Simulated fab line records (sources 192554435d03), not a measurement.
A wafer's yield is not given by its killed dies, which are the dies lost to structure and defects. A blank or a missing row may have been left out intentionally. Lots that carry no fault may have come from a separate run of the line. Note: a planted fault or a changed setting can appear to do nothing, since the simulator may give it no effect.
Split-lot experiment | flow n5-finfet | on a route of 1938 steps: 7 lots, 39 wafers read

== THE SPLIT ==
At N5_GATE_CUT_DESCUM_18 (chemistry O2, time 7 s), the setting time-s was moved away from the recipe's 7 s on 6 of the 39 wafers read, by +25.1% to +25.2%. For the rest of the wafers, this setting stayed at what the recipe calls for.

== THE PATH FROM SPLIT TO READING: the file shows 1 step between them ==
- N5_GATE_CUT_ETCH_28: etches underlayer in N2/H2, target depth 13 nm, time 10.4 s

== THE READING ==
CAR-EUV_of_GATE_CUT_COAT_07.thk-nm (the simulator's own value, which no gauge read), in nm, at N5_GATE_CUT_ETCH_36 (etches SiARC in CF4, target depth 13 nm, time 21.7 s). The file gives no usual value for it. The 33 wafers here that ran the recipe average 6.9 nm, standard deviation 0.12 nm.

wafer  | tool, chamber at the split | time-s as run, s | against the recipe | CAR-EUV_of_GATE_CUT_COAT_07.thk-nm, nm | against lot-mates on the recipe
L080.1 | rie-diel-04, 2,0,1         | 7                | recipe             | 7                                      | -
L080.3 | rie-diel-04, 2,0,1         | 7                | recipe             | 7                                      | -
L080.4 | rie-diel-04, 2,0,1         | 7                | recipe             | 7                                      | -
L086.1 | rie-diel-03, 2,3,0,2       | 7                | recipe             | 7                                      | -
L086.2 | rie-diel-03, 0,3           | 7                | recipe             | 7                                      | -
L086.4 | rie-diel-03, 0,3           | 7                | recipe             | 7                                      | -
L086.5 | rie-diel-03, 2,3,0,2       | 7                | recipe             | 7                                      | -
L086.3 | rie-diel-03, 2,3,0,2       | 7                | recipe             | 6.8                                    | -
L086.6 | rie-diel-03, 2,3,0,2       | 7                | recipe             | 6.8                                    | -
L087.1 | rie-diel-02, 0             | 8.756            | +25.1%             | 6                                      | -0.8
L087.2 | rie-diel-02, 2             | 8.756            | +25.1%             | 5.8                                    | -1.0
L087.5 | rie-diel-02, 2             | 8.756            | +25.1%             | 5.8                                    | -1.0
L087.3 | rie-diel-02, 3             | 7                | recipe             | 6.8                                    | -
L087.4 | rie-diel-02, 0             | 7                | recipe             | 6.8                                    | -
L087.6 | rie-diel-02, 3             | 7                | recipe             | 6.8                                    | -
L088.1 | rie-diel-03, 0,2,3,0,3,2   | 7                | recipe             | 7                                      | -
L088.2 | rie-diel-03, 0,2,3,0,3,2   | 7                | recipe             | 7                                      | -
L088.3 | rie-diel-03, 0,2,3,0,3,2   | 7                | recipe             | 7                                      | -
L088.4 | rie-diel-03, 0,2,3,0,3,2   | 7                | recipe             | 7                                      | -
L088.5 | rie-diel-03, 0,2,3,0,3,2   | 7                | recipe             | 7                                      | -
L088.6 | rie-diel-03, 0,2,3,0,3,2   | 7                | recipe             | 7                                      | -
L093.1 | rie-diel-04, 1,0,3         | 7                | recipe             | 6.8                                    | -
L093.4 | rie-diel-04, 1,0,3         | 7                | recipe             | 6.8                                    | -
L093.6 | rie-diel-04, 1,0,3         | 7                | recipe             | 6.8                                    | -
L093.2 | rie-diel-04, 3             | 8.763            | +25.2%             | 5.8                                    | -1.0
L093.5 | rie-diel-04, 2,0           | 8.763            | +25.2%             | 5.8                                    | -1.0
L093.3 | rie-diel-04, 2,0           | 8.763            | +25.2%             | 6.2                                    | -0.6
L094.1 | rie-diel-03, 0,3,1,0,3     | 7                | recipe             | 6.8                                    | -
L094.2 | rie-diel-03, 0,3,1,0,3     | 7                | recipe             | 6.8                                    | -
L094.3 | rie-diel-03, 0,3,1,0,3     | 7                | recipe             | 6.8                                    | -
L094.4 | rie-diel-03, 0,3,1,0,3     | 7                | recipe             | 6.8                                    | -
L094.6 | rie-diel-03, 0,3,1,0,3     | 7                | recipe             | 6.8                                    | -
L094.5 | rie-diel-03, 1             | 7                | recipe             | 7                                      | -
L095.1 | rie-diel-04, 1             | 7                | recipe             | 7                                      | -
L095.3 | rie-diel-04, 2,3,0,1,2     | 7                | recipe             | 7                                      | -
L095.4 | rie-diel-04, 2,3,0,1,2     | 7                | recipe             | 7                                      | -
L095.6 | rie-diel-04, 2,3,0,1,2     | 7                | recipe             | 7                                      | -
L095.2 | rie-diel-04, 2,3,0,1,2     | 7                | recipe             | 7.2                                    | -
L095.5 | rie-diel-04, 2,3,0,1,2     | 7                | recipe             | 7.2                                    | -
If several chambers appear in one row, that row covers several wafers at once and the file leaves open which wafer was in which chamber.

THE FIT
A straight line over all 39 wafers: CAR-EUV_of_GATE_CUT_COAT_07.thk-nm changes by -0.0411 nm for each +1% of time-s; r = -0.95; the points scatter about the line by 0.13 nm.
The same after taking each lot's own level away (the mean of its wafers on the recipe; 39 wafers): -0.0358 nm for each +1%; r = -0.97; scatter 0.087 nm.
According to that fit, moving time-s by its largest amount changes the reading by 0.9 nm.
From 6.80 to 7.07 nm: that is the span of the lots' own levels, equal to 2.3 times the standard deviation above.
Thus the slope moves with the lot-to-lot level: the two fits are different.
Check: for one of the wafers moved furthest among these (+25.2%), held out of the fit, the line's prediction against its lot-mates is -0.882 nm. Against them it came out at -1 nm.

== THESE WAFERS: OTHER SPLITS ==
Other splits were also applied to these wafers ahead of the reading. Each is held against what the fit with the lots' levels taken away leaves over:
other split on the same wafers                 | wafers away from the commonest value | r with CAR-EUV_of_GATE_CUT_COAT_07.thk-nm (lot level and that fit taken away)
N5_PMOS_HMC_CHANNEL_EPI_HM_DEP_34 target-thk-a | 6                                    | -0.09
N5_FIN_SAQP_HM_DEP_03 time-s                   | 12                                   | +0.00
N5_ILD0_ALD_15 ald-cycles                      | 15                                   | +0.03

== THE WHOLE CHAIN: every reading that the file lists as answering this split, in the file's order ==
step                  | what it does                                         | reading                                                                             | change (the file's fit)                | r (the file's)
N5_GATE_CUT_DESCUM_18 | chemistry O2, time 7 s                               | CAR-EUV_of_GATE_CUT_COAT_07.thk-nm (the simulator's own value, which no gauge read) | -0.0332 nm for each +1% of the setting | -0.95
N5_GATE_CUT_ETCH_36   | etches SiARC in CF4, target depth 13 nm, time 21.7 s | CAR-EUV_of_GATE_CUT_COAT_07.thk-nm (the simulator's own value, which no gauge read) | -0.0358 nm for each +1% of the setting | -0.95

== FILE'S OWN FIT ==
CAR-EUV_of_GATE_CUT_COAT_07.thk-nm changes by -0.0358 nm for each +1% of time-s, r = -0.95.
